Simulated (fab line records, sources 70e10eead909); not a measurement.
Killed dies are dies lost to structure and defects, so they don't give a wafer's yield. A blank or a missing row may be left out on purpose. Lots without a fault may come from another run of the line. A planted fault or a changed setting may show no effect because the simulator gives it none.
fab line records | flow nand_harc
record lots=24 wafers=72 last_day=25
route steps=1159 shown P_ZERO_WELL@18 P_GATE@215 P_M1@299
lots that met no fault: from a run of the same line without faults
start_h: hours from the record's first day to the start of the lot's first wafer shown | wait_h: hours since the lot's step before | " the same as in the row above | L1.1+2: a row that stands for several wafers | - no value, or no start given | * or withheld: withheld | < > ~ a bound
route shown NAME@n: a module of which the file shows steps, and the number in the route of the first | usual: mean/standard deviation of fault-free wafers | same: alike in all rows | chamber/n: place in a boat | sites: the reading at each site | _std_site: their standard deviation | _edge_site: outer sites' mean less inner sites' | radius_mm: how far each site lies from the wafer's centre | mask NAME#n: copy n | behind: the tool/chamber that last shaped the wafer | hold: why the lot was held/for how many hours/how that ended | device: the transistor (n, p or np) that didn't switch | end of line: the same wafers' tests at the end of the route | a step without rows: its recipe alone | killed: dies lost to structure and defects at the first sort, not the wafer's yield | map: a wafer's dies, x killed, . not, _ none there
set.NAME: the setting as run; set.NAME@STEP: as run at that earlier step | model.NAME: the simulator's own value behind a step, which no gauge read
steps of the route over a sample of lots; a table a step, a row a wafer
services: from which hour (start_h, from the record's first day; less than 0 if before it) a tool's chamber was out of use, for how many hours, and why
## steps
# step NHARC_P_ZERO_WELL_ETCH_62
# recipe target_depth_a=130 time_s=6.5 chf3_flow_sccm=50 ar_flow_sccm=200 rf_w=500 bias_w=200 chemistry=CHF3/Ar
# usual drypump_motor_current_A=5.8/0.35 oes_product_au=0.962/0.017 rf_vpp_V=371.2/2.5 showerhead_plenum_p_Torr=2.37/0.1 throttle_valve_pct=20.217/0.0095
# columns lot.wafer tool chamber start_h wait_h drypump_motor_current_A oes_product_au rf_hours_counter_h rf_vpp_V showerhead_plenum_p_Torr throttle_valve_pct
L074.1 rie_diel-02 1 - - 5.9 0.949 2 366.2 2.19 20.201
L074.3 " 3 " " 5.6 0.939 - 370.9 2.31 20.205
L074.6 " 3 " " 5.6 0.932 - 371.3 2.31 20.227
L075.3 rie_diel-02 2 - - 5.4 0.916 2 373.2 2.49 20.207
L075.2 " 0 " " 5.7 0.953 3 373.4 2.46 20.215
L075.6 " 1 " " 5.9 0.967 - 368.2 2.19 20.223
L076.4 rie_diel-09 0 - - 6.2 0.957 7 373.3 2.47 20.218
L076.1 " 3 " " 6.0 0.973 7 371.5 2.39 20.241
L076.5 " 1 " " 6.1 0.950 - 373.2 2.50 20.223
L077.1 rie_diel-07 3 - - 6.1 0.938 11 369.6 2.25 20.226
L077.6 " 0 " " 5.2 0.934 - 370.9 2.35 20.208
L077.5 " 1 " " 5.5 0.920 - 369.1 2.33 20.220
L078.1 rie_diel-07 1 - - 5.6 0.979 9 369.2 2.33 20.201
L078.4 " 0 " " 5.2 0.986 12 370.5 2.35 20.223
L078.6 " 1 " " 5.5 0.980 - 370.1 2.33 20.212
L079.1 rie_diel-07 1 - - 5.5 0.945 9 370.4 2.33 20.223
L079.4 " 2 " " 6.4 0.947 12 372.1 2.41 20.219
L079.6 " 0 " " 5.1 0.994 - 371.6 2.35 20.225
L080.2 rie_diel-02 2 - - 5.5 0.958 3 372.6 2.49 20.212
L080.4 " 1 " " 5.9 0.971 5 366.3 2.19 20.210
L080.6 " 2 " " 5.5 0.952 - 372.1 2.49 20.210
L081.1 rie_diel-09 1 - - 6.1 0.955 9 374.6 2.50 20.224
L081.4 " 2 " " 5.3 0.939 9 367.9 2.23 20.215
L081.3 " 3 " " 6.0 0.971 10 373.2 2.39 20.229
L082.2 rie_diel-02 2 - - 5.5 0.965 4 374.3 2.49 20.204
L082.4 " 0 " " 5.7 0.960 5 373.8 2.46 20.209
L082.1 " 1 " " 5.9 0.970 6 366.5 2.19 20.219
L083.3 rie_diel-02 3 - - 5.6 0.953 6 369.3 2.30 20.231
L083.1 " 2 " " 5.5 0.958 4 372.6 2.49 20.215
L083.6 " 0 " " 5.7 0.964 - 373.5 2.46 20.212
L084.3 rie_diel-07 3 - - 6.1 0.983 0 368.1 2.25 20.213
L084.6 " 1 " " 5.6 0.966 - 369.6 2.33 20.209
L084.5 " 2 " " 6.3 0.956 - 372.8 2.41 20.218
L085.3 rie_diel-02 2 - - 5.5 0.956 5 373.1 2.49 20.220
L085.4 " 0 " " 5.7 0.950 6 374.5 2.46 20.214
L085.5 " 2 " " 5.5 0.956 - 373.7 2.49 20.226
L086.4 rie_diel-02 3 - - 5.5 0.950 7 370.6 2.31 20.232
L086.1 " 1 " " 5.9 0.961 6 366.5 2.19 20.232
L086.6 " 0 " " 5.7 0.961 - 373.2 2.46 20.202
L087.1 rie_diel-09 2 - - 5.3 0.971 0 369.8 2.22 20.229
L087.2 " 3 " " 6.0 0.975 0 373.6 2.39 20.208
L087.6 " 1 " " 6.1 0.966 - 372.9 2.50 20.223
L088.3 rie_diel-07 3 - - 6.1 0.984 2 367.6 2.25 20.209
L088.1 " 0 " " 5.2 0.963 2 369.9 2.34 20.222
L088.5 " 0 " " 5.2 0.967 - 371.8 2.34 20.202
L089.1 rie_diel-09 0 - - 6.2 0.961 0 373.3 2.47 20.216
L089.2 " 1 " " 6.1 0.975 0 373.8 2.50 20.229
L089.5 " 0 " " 6.2 0.963 - 375.0 2.47 20.220
L090.4 rie_diel-09 3 - - 6.0 0.992 1 370.2 2.39 20.224
L090.2 " 0 " " 6.2 0.988 1 374.3 2.47 20.213
L090.1 " 1 " " 6.1 0.961 0 372.5 2.50 20.233
L091.1 rie_diel-09 3 - - 6.0 0.980 1 371.4 2.39 20.207
L091.4 " 1 " " 6.1 0.945 1 372.8 2.50 20.215
L091.3 " 2 " " 5.3 0.956 1 368.4 2.22 20.223
L092.1 rie_diel-09 2 - - 5.3 0.973 1 368.1 2.22 20.220
L092.5 " 0 " " 6.2 0.984 - 373.0 2.47 20.211
L092.6 " 1 " " 6.1 0.977 - 373.7 2.50 20.208
L093.3 rie_diel-09 0 - - 6.2 0.970 1 373.3 2.47 20.221
L093.1 " 1 " " 6.1 0.978 1 373.9 2.50 20.206
L093.2 " 2 " " 5.3 0.976 1 367.4 2.22 20.204
L094.3 rie_diel-02 3 - - 5.6 0.948 11 369.8 2.30 20.218
L094.4 " 0 " " 5.7 0.952 - 373.8 2.45 20.193
L094.6 " 2 " " 5.4 0.941 - 374.0 2.48 20.226
L095.2 rie_diel-09 2 - - 5.3 0.944 1 367.3 2.22 20.217
L095.1 " 3 " " 6.0 0.975 2 370.8 2.39 20.213
L095.6 " 2 " " 5.2 0.951 - 367.2 2.22 20.227
L096.4 rie_diel-02 1 - - 5.9 0.963 10 367.6 2.19 20.213
L096.2 " 3 " " 5.6 0.971 12 369.6 2.30 20.221
L096.5 " 1 " " 5.9 0.956 - 366.0 2.19 20.215
L097.1 rie_diel-09 3 - - 6.0 0.996 2 371.9 2.39 20.231
L097.3 " 0 " " 6.2 0.987 3 373.2 2.47 20.231
L097.6 " 3 " " 6.0 0.992 - 372.5 2.39 20.226
# step NHARC_P_ZERO_WELL_DESCUM_54
# recipe time_s=3 o2_flow_sccm=200 ar_flow_sccm=0 bias_power_w=0 chemistry=O2
# usual drypump_motor_current_A=5.8/0.37 oes_product_au=0.996/0.011 rf_vpp_V=57.8/0.9 showerhead_plenum_p_Torr=1.93/0.088 throttle_valve_pct=11.311/0.0095
# columns lot.wafer tool chamber start_h wait_h drypump_motor_current_A oes_product_au rf_hours_counter_h rf_vpp_V showerhead_plenum_p_Torr throttle_valve_pct
L074.1 rie_diel-09 2 18.36 - 5.3 0.977 6 57.0 1.81 11.333
L074.3 " 0 " " 6.2 0.994 7 57.2 2.02 11.310
L074.6 " 1 " " 6.1 0.990 - 60.4 2.05 11.315
L075.2 rie_diel-02 0 23.90 - 5.6 0.997 3 59.9 2.01 11.298
L075.3 " 1 " " 5.9 1.004 3 57.3 1.78 11.296
L075.6 " 0 " " 5.6 0.999 - 57.6 2.01 11.297
L076.4 rie_diel-09 0 30.05 - 6.2 0.990 8 58.2 2.02 11.308
L076.1 " 1 " " 6.1 1.000 7 58.6 2.04 11.302
L076.5 " 1 " " 6.1 0.991 - 58.0 2.04 11.291
L077.1 rie_diel-09 1 36.01 - 6.1 0.987 8 57.4 2.04 11.304
L077.5 " 1 " " 6.0 0.987 - 58.8 2.05 11.319
L077.6 " 2 " " 5.3 0.982 - 57.1 1.81 11.304
L078.1 rie_diel-07 3 42.04 - 6.1 1.012 12 57.9 1.83 11.316
L078.4 " 1 " " 5.5 1.002 9 58.8 1.90 11.298
L078.6 " 3 " " 6.1 1.024 - 57.0 1.83 11.303
L079.4 rie_diel-09 0 47.85 - 6.2 0.990 9 58.4 2.02 11.313
L079.1 " 1 " " 6.1 0.985 8 59.0 2.04 11.299
L079.6 " 3 " " 6.0 0.991 - 56.7 1.95 11.317
L080.4 rie_diel-09 0 53.91 - 6.2 0.997 9 58.3 2.02 11.311
L080.2 " 1 " " 6.1 0.991 8 58.8 2.05 11.328
L080.6 " 1 " " 6.1 0.994 - 57.3 2.05 11.300
L081.1 rie_diel-02 1 59.96 - 5.8 1.004 6 56.3 1.78 11.327
L081.3 " 2 " " 5.4 0.984 4 56.1 2.04 11.322
L081.4 " 3 " " 5.6 0.994 6 57.3 1.88 11.309
L082.4 rie_diel-07 0 65.97 - 5.2 1.017 0 57.8 1.91 11.305
L082.2 " 2 " " 6.3 0.992 0 58.4 1.97 11.322
L082.1 " 3 " " 6.1 1.012 0 57.0 1.83 11.308
L083.3 rie_diel-07 2 71.93 - 6.3 0.991 0 57.1 1.97 11.321
L083.1 " 1 " " 5.5 0.989 0 58.3 1.90 11.308
L083.6 " 3 " " 6.1 1.004 - 57.1 1.83 11.316
L084.3 rie_diel-07 1 77.94 - 5.5 0.994 0 58.0 1.90 11.314
L084.6 " 0 " " 5.2 1.010 - 58.8 1.91 11.309
L084.5 " 1 " " 5.5 0.993 - 57.3 1.90 11.297
L085.3 rie_diel-02 2 84.13 - 5.4 0.990 5 57.0 2.03 11.304
L085.4 " 1 " " 5.9 1.010 6 56.1 1.78 11.321
L085.5 " 2 " " 5.5 0.982 - 57.1 2.03 11.314
L086.4 rie_diel-09 1 89.97 - 6.1 0.996 0 57.7 2.04 11.304
L086.1 " 2 " " 5.3 0.992 0 56.1 1.81 11.308
L086.6 " 1 " " 6.1 0.994 - 56.8 2.04 11.304
L087.1 rie_diel-07 0 95.68 - 5.2 1.004 2 58.5 1.91 11.309
L087.2 " 1 " " 5.6 0.982 1 58.2 1.90 11.307
L087.6 " 3 " " 6.1 0.994 - 56.2 1.83 11.312
L088.3 rie_diel-02 2 102.09 - 5.4 0.971 7 58.6 2.03 11.297
L088.1 " 0 " " 5.7 0.981 7 59.1 2.01 11.308
L088.5 " 1 " " 5.9 0.998 - 57.5 1.78 11.327
L089.2 rie_diel-02 0 107.84 - 5.6 0.984 8 58.9 2.01 11.328
L089.1 " 1 " " 5.9 1.006 8 57.9 1.78 11.320
L089.5 " 2 " " 5.4 0.985 - 58.5 2.03 11.325
L090.1 rie_diel-09 0 113.91 - 6.2 1.003 1 58.7 2.02 11.289
L090.2 " 1 " " 6.1 0.994 1 58.0 2.04 11.298
L090.4 " 2 " " 5.2 1.008 1 58.2 1.81 11.298
L091.4 rie_diel-02 0 120.04 - 5.7 0.992 9 58.4 2.01 11.317
L091.1 " 2 " " 5.4 0.992 8 57.9 2.03 11.293
L091.3 " 3 " " 5.6 1.007 10 58.6 1.88 11.313
L092.1 rie_diel-09 0 125.89 - 6.2 1.009 1 58.8 2.02 11.298
L092.6 " 1 " " 6.1 1.004 - 58.4 2.04 11.295
L092.5 " 2 " " 5.3 1.007 - 58.1 1.81 11.310
L093.1 rie_diel-07 0 131.88 - 5.2 1.003 5 58.0 1.91 11.316
L093.3 " 2 " " 6.4 0.980 5 57.6 1.97 11.314
L093.2 " 3 " " 6.1 0.994 5 57.0 1.83 11.319
L094.3 rie_diel-09 3 137.77 - 6.0 1.005 2 57.7 1.95 11.322
L094.4 " 0 " " 6.2 1.006 2 57.7 2.02 11.305
L094.6 " 2 " " 5.3 1.009 - 57.1 1.81 11.312
L095.1 rie_diel-07 3 143.55 - 6.1 0.994 5 59.5 1.83 11.316
L095.2 " 0 " " 5.2 1.002 5 58.9 1.91 11.311
L095.6 " 0 " " 5.2 1.012 - 59.0 1.91 11.300
L096.4 rie_diel-02 0 149.68 - 5.7 0.991 11 57.3 2.01 11.306
L096.2 " 2 " " 5.5 0.992 9 57.5 2.03 11.314
L096.5 " 3 " " 5.6 1.003 - 57.4 1.88 11.318
L097.1 rie_diel-07 0 155.82 - 5.2 1.005 7 59.0 1.91 11.328
L097.3 " 1 " " 5.5 0.988 7 57.7 1.90 11.306
L097.6 " 1 " " 5.6 0.992 - 58.5 1.90 11.317
# step NHARC_P_GATE_RTA_82
# recipe temp_c=450 time_s=30
# usual lamp_power_pct=4.00/0.2 lamp_zone_2_pct=4.00/0.2 wafer_temp_C_max=451.9/0.52
# columns lot.wafer tool chamber start_h wait_h lamp_power_pct lamp_zone_2_pct wafer_temp_C_max
L075.2 rtp_anneal-01 0 111.04 - 4.18 4.18 452.2
L075.3 " 0 " " 4.18 4.18 452.6
L075.6 " 0 " " 4.18 4.17 452.0
L074.1 rtp_anneal-01 0 111.30 - 4.17 4.18 451.9
L074.3 " 0 " " 4.18 4.18 452.1
L074.6 " 0 " " 4.17 4.18 452.2
L076.1 rtp_anneal-02 0 123.51 - 3.78 3.78 451.1
L076.4 " 0 " " 3.78 3.78 451.6
L076.5 " 0 " " 3.78 3.78 451.4
L077.1 rtp_anneal-01 0 124.14 - 4.18 4.17 452.2
L077.5 " 0 " " 4.18 4.18 453.1
L077.6 " 0 " " 4.18 4.17 452.0
L078.1 rtp_anneal-01 0 131.51 - 4.18 4.18 452.2
L078.4 " 0 " " 4.18 4.17 452.0
L078.6 " 0 " " 4.18 4.18 451.9
L079.1 rtp_anneal-01 0 136.95 - 4.18 4.18 452.3
L079.4 " 0 " " 4.18 4.18 452.1
L079.6 " 0 " " 4.18 4.18 451.5
L080.2 rtp_anneal-02 0 145.84 - 3.79 3.78 452.3
L080.4 " 0 " " 3.79 3.79 451.7
L080.6 " 0 " " 3.78 3.79 451.7
L081.1 rtp_anneal-02 0 147.91 - 3.79 3.79 451.4
L081.3 " 0 " " 3.78 3.78 452.3
L081.4 " 0 " " 3.78 3.79 451.3
L082.1 rtp_anneal-02 0 155.68 - 3.78 3.78 451.4
L082.2 " 0 " " 3.78 3.79 451.2
L082.4 " 0 " " 3.78 3.78 452.0
L083.1 rtp_anneal-01 0 162.06 - 4.17 4.18 452.0
L083.3 " 0 " " 4.18 4.18 451.8
L083.6 " 0 " " 4.18 4.17 451.9
L084.3 rtp_anneal-01 0 170.16 - 4.18 4.17 451.7
L084.5 " 0 " " 4.18 4.18 451.9
L084.6 " 0 " " 4.18 4.17 452.2
L087.1 rtp_anneal-02 0 182.30 - 3.79 3.78 451.0
L087.2 " 0 " " 3.78 3.79 451.1
L087.6 " 0 " " 3.79 3.78 451.7
L085.3 rtp_anneal-01 0 183.70 - 4.18 4.17 451.8
L085.4 " 0 " " 4.18 4.17 451.1
L085.5 " 0 " " 4.18 4.18 452.5
L086.1 rtp_anneal-01 0 186.89 - 4.18 4.18 452.5
L086.4 " 0 " " 4.18 4.18 452.4
L086.6 " 0 " " 4.18 4.17 452.7
L088.1 rtp_anneal-02 0 190.77 - 3.78 3.79 451.6
L088.3 " 0 " " 3.79 3.79 451.1
L088.5 " 0 " " 3.78 3.79 451.1
L089.1 rtp_anneal-01 0 198.39 - 4.18 4.17 451.7
L089.2 " 0 " " 4.18 4.18 451.6
L089.5 " 0 " " 4.18 4.18 452.2
L090.1 rtp_anneal-01 0 203.70 - 4.18 4.18 452.1
L090.2 " 0 " " 4.18 4.18 452.0
L090.4 " 0 " " 4.17 4.17 452.7
L091.1 rtp_anneal-01 0 214.70 - 4.17 4.19 452.4
L091.3 " 0 " " 4.18 4.18 452.2
L091.4 " 0 " " 4.17 4.17 451.9
L092.1 rtp_anneal-02 0 216.30 - 3.79 3.78 451.6
L092.5 " 0 " " 3.78 3.78 451.7
L092.6 " 0 " " 3.79 3.78 451.4
L093.1 rtp_anneal-01 0 220.82 - 4.18 4.17 452.2
L093.2 " 0 " " 4.18 4.18 452.2
L093.3 " 0 " " 4.19 4.18 452.5
L094.3 rtp_anneal-02 0 226.49 - 3.78 3.78 451.4
L094.4 " 0 " " 3.78 3.78 450.9
L094.6 " 0 " " 3.78 3.78 451.6
L095.1 rtp_anneal-02 0 227.33 - 3.79 3.78 451.5
L095.2 " 0 " " 3.78 3.78 451.5
L095.6 " 0 " " 3.78 3.78 451.7
L096.2 rtp_anneal-02 0 243.43 - 3.79 3.79 451.0
L096.4 " 0 " " 3.79 3.78 450.9
L096.5 " 0 " " 3.78 3.78 450.8
L097.1 rtp_anneal-02 0 249.99 - 3.79 3.78 451.2
L097.3 " 0 " " 3.78 3.79 451.4
L097.6 " 0 " " 3.78 3.78 451.8
# step NHARC_P_M1_ETCH_35
# recipe target_depth_a=400 overetch_a=120 time_s=43.94 ion_energy_ev=200 n2_flow_sccm=150 h2_flow_sccm=150 ar_flow_sccm=0 rf_w=400 bias_w=150 chemistry=N2/H2
# usual drypump_motor_current_A=5.7/0.54 oes_product_au=1.001/0.011 rf_vpp_V=431.3/2.8 showerhead_plenum_p_Torr=2.07/0.1 throttle_valve_pct=14.171/0.0093
# columns lot.wafer tool chamber start_h wait_h drypump_motor_current_A oes_product_au rf_hours_counter_h rf_vpp_V showerhead_plenum_p_Torr throttle_valve_pct
L075.2 rie_diel-05 0 123.83 0.1 6.6 0.998 3 432.8 2.14 14.170
L075.3 " 1 " " 4.8 1.003 3 435.2 2.20 14.180
L075.6 " 0 " " 6.6 0.999 - 433.2 2.14 14.180
L074.1 rie_diel-05 1 124.29 0.2 4.8 0.996 3 434.7 2.20 14.152
L074.3 " 2 " " 6.3 0.982 4 434.7 2.21 14.179
L074.6 " 0 " " 6.5 0.994 - 432.5 2.14 14.161
L076.4 rie_diel-07 0 134.03 0.1 5.2 1.012 5 429.7 2.04 14.173
L076.1 " 3 " " 6.1 0.996 5 428.5 1.95 14.188
L076.5 " 1 " " 5.5 0.992 - 430.2 2.03 14.171
L077.1 rie_diel-07 1 135.01 0.1 5.5 0.983 5 430.0 2.03 14.173
L077.5 " 1 " " 5.5 0.986 - 429.9 2.03 14.177
L077.6 " 2 " " 6.4 0.991 - 432.2 2.10 14.169
L078.4 rie_diel-11 0 144.92 0.1 5.3 1.019 7 434.1 2.16 14.171
L078.1 " 1 " " 5.6 1.006 7 426.2 1.90 14.177
L078.6 " 3 " " 5.3 1.005 - 427.1 1.92 14.181
L079.1 rie_diel-05 3 150.91 0.1 5.2 0.989 4 435.5 2.19 14.173
L079.4 " 1 " " 4.8 1.004 4 435.1 2.20 14.178
L079.6 " 2 " " 6.3 0.994 - 434.6 2.21 14.161
L080.2 rie_diel-11 3 156.89 0.1 5.3 0.995 9 426.7 1.92 14.141
L080.4 " 0 " " 5.3 1.014 8 436.0 2.16 14.176
L080.6 " 1 " " 5.6 1.009 - 426.9 1.90 14.170
L081.1 rie_diel-11 0 160.09 0.1 5.3 1.020 9 434.8 2.16 14.164
L081.3 " 1 " " 5.6 1.018 8 428.3 1.90 14.167
L081.4 " 3 " " 5.3 1.006 9 427.5 1.92 14.181
L082.4 rie_diel-07 0 168.92 0.1 5.2 1.025 8 430.6 2.04 14.154
L082.2 " 1 " " 5.5 0.992 8 431.8 2.03 14.162
L082.1 " 2 " " 6.4 0.994 8 432.0 2.10 14.169
L083.3 rie_diel-07 3 172.72 0.1 6.1 1.004 8 427.8 1.95 14.179
L083.1 " 0 " " 5.2 1.000 8 430.5 2.04 14.176
L083.6 " 3 " " 6.1 1.007 - 428.7 1.95 14.188
L084.3 rie_diel-07 1 190.38 0.1 5.5 1.000 10 429.8 2.03 14.186
L084.5 " 2 " " 6.4 0.997 - 432.7 2.10 14.161
L084.6 " 3 " " 6.1 1.007 - 428.4 1.95 14.173
L087.2 rie_diel-07 0 193.75 0.1 5.2 1.013 11 432.3 2.04 14.169
L087.1 " 1 " " 5.5 0.989 11 431.7 2.03 14.183
L087.6 " 0 " " 5.1 1.018 - 431.5 2.04 14.182
L085.3 rie_diel-05 0 194.86 0.1 6.5 1.001 1 432.9 2.14 14.177
L085.4 " 3 " " 5.3 0.993 1 434.2 2.19 14.171
L085.5 " 1 " " 4.8 0.993 - 434.2 2.20 14.166
L086.1 rie_diel-07 1 200.69 0.1 5.5 1.006 11 429.1 2.02 14.173
L086.4 " 2 " " 6.4 1.001 11 430.6 2.10 14.176
L086.6 " 2 " " 6.4 0.994 - 430.9 2.10 14.172
L088.3 rie_diel-05 1 202.55 0.1 4.8 1.011 1 435.2 2.20 14.178
L088.1 " 0 " " 6.5 1.020 1 431.5 2.14 14.175
L088.5 " 1 " " 4.8 1.002 - 433.9 2.20 14.162
L089.2 rie_diel-07 3 209.58 0.1 6.1 1.004 12 428.2 1.95 14.163
L089.1 " 2 " " 6.4 0.999 12 429.8 2.10 14.164
L089.5 " 0 " " 5.2 1.013 - 430.9 2.04 14.165
L090.4 rie_diel-11 1 221.44 0.1 5.6 1.010 2 427.7 1.90 14.157
L090.2 " 2 " " 6.1 0.992 2 432.9 2.15 14.204
L090.1 " 3 " " 5.3 0.997 1 426.6 1.92 14.164
L091.1 rie_diel-11 3 225.30 0.1 5.3 1.003 2 426.9 1.92 14.173
L091.3 " 0 " " 5.3 0.997 1 435.1 2.16 14.167
L091.4 " 1 " " 5.6 1.011 - 427.1 1.90 14.168
L092.1 rie_diel-07 2 227.77 0.1 6.4 0.988 13 432.4 2.10 14.178
L092.6 " 0 " " 5.2 1.011 - 429.6 2.04 14.165
L092.5 " 1 " " 5.5 0.992 - 430.2 2.02 14.159
L093.1 rie_diel-05 0 231.28 0.1 6.5 1.011 2 431.6 2.13 14.167
L093.2 " 1 " " 4.8 1.004 2 435.0 2.20 14.166
L093.3 " 2 " " 6.3 1.019 2 436.3 2.21 14.181
L094.3 rie_diel-07 3 239.72 0.1 6.1 0.997 0 426.2 1.95 14.160
L094.4 " 2 " " 6.4 0.994 0 432.4 2.10 14.183
L094.6 " 3 " " 6.1 1.008 - 428.3 1.95 14.167
L095.2 rie_diel-05 3 240.10 0.1 5.3 0.985 2 434.7 2.19 14.163
L095.1 " 0 " " 6.6 1.019 2 433.2 2.14 14.183
L095.6 " 0 " " 6.5 1.023 - 432.7 2.13 14.183
L096.2 rie_diel-07 2 253.90 0.1 6.4 0.998 2 432.3 2.10 14.165
L096.4 " 3 " " 6.1 0.991 2 429.8 1.95 14.168
L096.5 " 0 " " 5.2 0.984 - 431.7 2.04 14.176
L097.3 rie_diel-11 0 263.65 0.1 5.3 0.995 5 435.1 2.16 14.174
L097.1 " 1 " " 5.6 1.006 5 427.8 1.90 14.167
L097.6 " 1 " " 5.6 1.005 - 427.2 1.90 14.175
# step NHARC_P_M1_DEGAS_29
# recipe temp_c=250 time_s=60
# usual heater_power_w=337/29
# columns lot.wafer tool chamber start_h wait_h heater_power_w
L075.3 pvd_sputter-03 - 124.77 - 314
L075.2 " - " " 339
L075.6 " - " " 324
L074.1 pvd_sputter-02 - 125.26 - 350
L074.3 " - " " 316
L074.6 " - " " 364
L076.4 pvd_sputter-02 - 134.99 - 312
L076.1 " - " " 303
L076.5 " - " " 319
L077.1 pvd_sputter-02 - 135.95 - 312
L077.6 " - " " 309
L077.5 " - " " 331
L078.4 pvd_sputter-01 - 145.85 - 324
L078.1 " - " " 368
L078.6 " - " " 398
L079.1 pvd_sputter-01 - 151.87 - 358
L079.4 " - " " 365
L079.6 " - " " 399
L080.2 pvd_sputter-02 - 157.81 - 370
L080.4 " - " " 306
L080.6 " - " " 319
L081.1 pvd_sputter-02 - 161.02 - 314
L081.4 " - " " 357
L081.3 " - " " 334
L082.1 pvd_sputter-03 - 169.86 - 327
L082.4 " - " " 370
L082.2 " - " " 357
L083.1 pvd_sputter-02 - 173.65 - 312
L083.3 " - " " 310
L083.6 " - " " 301
L084.3 pvd_sputter-01 - 191.31 - 361
L084.6 " - " " 361
L084.5 " - " " 366
L087.1 pvd_sputter-02 - 194.70 - 364
L087.2 " - " " 342
L087.6 " - " " 355
L085.3 pvd_sputter-03 - 195.80 - 275
L085.4 " - " " 336
L085.5 " - " " 266
L086.4 pvd_sputter-01 - 201.63 - 349
L086.1 " - " " 385
L086.6 " - " " 356
L088.3 pvd_sputter-03 - 203.49 - 270
L088.1 " - " " 361
L088.5 " - " " 364
L089.2 pvd_sputter-02 - 210.53 - 307
L089.1 " - " " 346
L089.5 " - " " 352
L090.1 pvd_sputter-03 - 222.37 - 358
L090.4 " - " " 337
L090.2 " - " " 273
L091.1 pvd_sputter-02 - 226.28 - 333
L091.4 " - " " 312
L091.3 " - " " 322
L092.1 pvd_sputter-02 - 228.72 - 322
L092.6 " - " " 304
L092.5 " - " " 336
L093.1 pvd_sputter-01 - 232.24 - 362
L093.2 " - " " 370
L093.3 " - " " 380
L094.4 pvd_sputter-03 - 240.68 - 362
L094.3 " - " " 331
L094.6 " - " " 274
L095.2 pvd_sputter-02 - 241.04 - 339
L095.1 " - " " 326
L095.6 " - " " 337
L096.2 pvd_sputter-03 - 254.84 - 332
L096.4 " - " " 276
L096.5 " - " " 364
L097.1 pvd_sputter-03 - 264.59 - 276
L097.3 " - " " 361
L097.6 " - " " 277
# step NHARC_P_M1_PVD_21
# recipe target_thk_a=300 chamber_pressure_pa=5 power_w=5000 substrate_temp_c=30 time_s=20.49 material=Cu
# usual throttle_valve_pct=30.1/1.2
# columns lot.wafer tool chamber start_h wait_h throttle_valve_pct
L075.3 pvd_sputter-03 - - - 28.7
L075.2 " - " " 30.2
L075.6 " - " " 30.3
L074.1 pvd_sputter-02 - - - 29.6
L074.3 " - " " 31.8
L074.6 " - " " 29.7
L076.4 pvd_sputter-02 - - - 32.9
L076.1 " - " " 31.7
L076.5 " - " " 29.7
L077.1 pvd_sputter-02 - - - 29.8
L077.6 " - " " 32.1
L077.5 " - " " 29.6
L078.1 pvd_sputter-01 - - - 30.4
L078.4 " - " " 30.1
L078.6 " - " " 31.1
L079.1 pvd_sputter-01 - - - 29.9
L079.4 " - " " 30.3
L079.6 " - " " 29.9
L080.4 pvd_sputter-02 - - - 31.9
L080.2 " - " " 29.9
L080.6 " - " " 33.0
L081.4 pvd_sputter-02 - - - 30.0
L081.1 " - " " 32.7
L081.3 " - " " 31.7
L082.1 pvd_sputter-03 - - - 27.8
L082.2 " - " " 29.9
L082.4 " - " " 29.7
L083.1 pvd_sputter-02 - - - 32.0
L083.3 " - " " 29.7
L083.6 " - " " 29.8
L084.3 pvd_sputter-01 - - - 29.9
L084.6 " - " " 30.8
L084.5 " - " " 29.7
L087.1 pvd_sputter-02 - - - 29.5
L087.2 " - " " 32.9
L087.6 " - " " 30.0
L085.4 pvd_sputter-03 - - - 29.2
L085.3 " - " " 30.1
L085.5 " - " " 27.8
L086.4 pvd_sputter-01 - - - 29.6
L086.1 " - " " 30.2
L086.6 " - " " 29.6
L088.1 pvd_sputter-03 - - - 30.1
L088.3 " - " " 29.8
L088.5 " - " " 27.8
L089.2 pvd_sputter-02 - - - 32.7
L089.1 " - " " 31.6
L089.5 " - " " 30.0
L090.2 pvd_sputter-03 - - - 27.8
L090.4 " - " " 29.8
L090.1 " - " " 29.2
L091.4 pvd_sputter-02 - - - 29.4
L091.3 " - " " 30.2
L091.1 " - " " 29.8
L092.1 pvd_sputter-02 - - - 29.6
L092.6 " - " " 29.7
L092.5 " - " " 29.5
L093.1 pvd_sputter-01 - - - 30.7
L093.2 " - " " 29.8
L093.3 " - " " 29.9
L094.4 pvd_sputter-03 - - - 29.1
L094.3 " - " " 28.1
L094.6 " - " " 28.9
L095.1 pvd_sputter-02 - - - 29.5
L095.2 " - " " 32.6
L095.6 " - " " 30.0
L096.4 pvd_sputter-03 - - - 29.0
L096.2 " - " " 27.7
L096.5 " - " " 29.8
L097.3 pvd_sputter-03 - - - 28.0
L097.1 " - " " 29.7
L097.6 " - " " 30.2
## services
# columns tool chamber start_h hours kind
rie_diel-07 1 -7.98 29.5 repair
rie_diel-02 2 4.34 12.8 repair
rie_diel-02 0 6.08 8.1 repair
rie_diel-07 3 9.38 3.3 repair
pvd_sputter-02 - 10.45 5.4 repair
rie_diel-02 - 22.88 0.4 repair
pvd_sputter-02 - 36.00 10.0 pm
pvd_sputter-02 - 50.60 4.6 repair
rie_diel-07 - 51.20 9.0 pm
rie_diel-02 1 61.89 1.7 repair
rie_diel-02 - 65.40 0.4 repair
rie_diel-09 - 77.10 9.0 pm
rie_diel-07 3 127.61 2.2 repair
rie_diel-09 2 134.99 1.8 repair
rie_diel-09 2 141.75 3.5 repair
pvd_sputter-02 - 142.52 9.4 repair
pvd_sputter-02 - 214.00 10.0 pm
rie_diel-09 0 223.21 18.5 repair
rie_diel-07 - 228.20 9.0 pm
rie_diel-09 3 235.93 7.3 repair
rie_diel-09 0 246.76 27.9 repair
pvd_sputter-02 - 250.14 2.0 repair
rie_diel-09 - 254.10 9.0 pm
pvd_sputter-02 - 264.23 1.5 repair
## key
fault none
